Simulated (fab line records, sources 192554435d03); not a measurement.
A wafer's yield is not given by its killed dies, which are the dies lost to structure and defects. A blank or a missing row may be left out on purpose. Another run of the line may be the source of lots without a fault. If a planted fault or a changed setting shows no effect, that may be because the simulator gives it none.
Matching of chambers | flow n5Finfet | 4 sister chambers for N5_GATE_CUT_ALD_22 on aldSin-03
The step deposits SiNx, target thk 16 nm, pulse time 1 s, ald cycles 320. 8 wafers are shown with their chamber, then 11 later ones without.

WAFERS PAIRED WITH THEIR CHAMBERS
wafer  | chamber | heaterPowerW (W) | precursorPulseHeightRel
L085.4 | 0       | 811              | 0.998
L090.3 | 0       | 813              | 0.966
L090.5 | 3       | 912              | 1.024
L090.6 | 2       | 868              | 1.014
L092.2 | 2       | 862              | 1.016
L092.4 | 1       | 1031             | 1.021
L092.6 | 3       | 899              | 1.010
L093.1 | 1       | 1042             | 0.992

WAFERS WITHOUT THEIR CHAMBER
wafer  | heaterPowerW (W) | precursorPulseHeightRel
L093.2 | 823              | 1.033
L093.5 | 848              | 1.012
L094.2 | 813              | 1.021
L094.3 | 1023             | 0.973
L094.4 | 900              | 0.981
L096.1 | 911              | 0.991
L096.3 | 831              | 1.017
L096.5 | 908              | 1.020
L097.2 | 909              | 1.002
L097.3 | 995              | 1.037
L097.5 | 1037             | 0.980

CHAMBER TAKEN BY EACH
wafer  | from the rows above     | in truth
L093.2 | 0                       | 0
L093.5 | 2                       | 2
L094.2 | 0                       | 0
L094.3 | 1                       | 1
L094.4 | 3                       | 3
L096.1 | 3                       | 3
L096.3 | can't be placed: 0 or 2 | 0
L096.5 | 3                       | 3
L097.2 | 3                       | 3
L097.3 | 1                       | 1
L097.5 | 1                       | 1
Placed correctly: 10 of 11. Cannot be placed on the basis of these rows: 1; the candidates contain the true chamber in 1. Placed wrongly: 0.
How it was worked out, from the rows above alone: a wafer's distance from a chamber is the root of the sum, over the readings, of the square of ((its reading less the chamber's mean) divided by the reading's scatter). The wafer belongs to the nearest chamber; if the next one is less than 2 further off, it can't be placed. For every chamber, the mean is computed from those of its wafers that are shown. How the scatter is found: for the shown wafers, subtract from each reading the mean of its chamber, square and add these, divide the total by (wafers less chambers), then take the root.
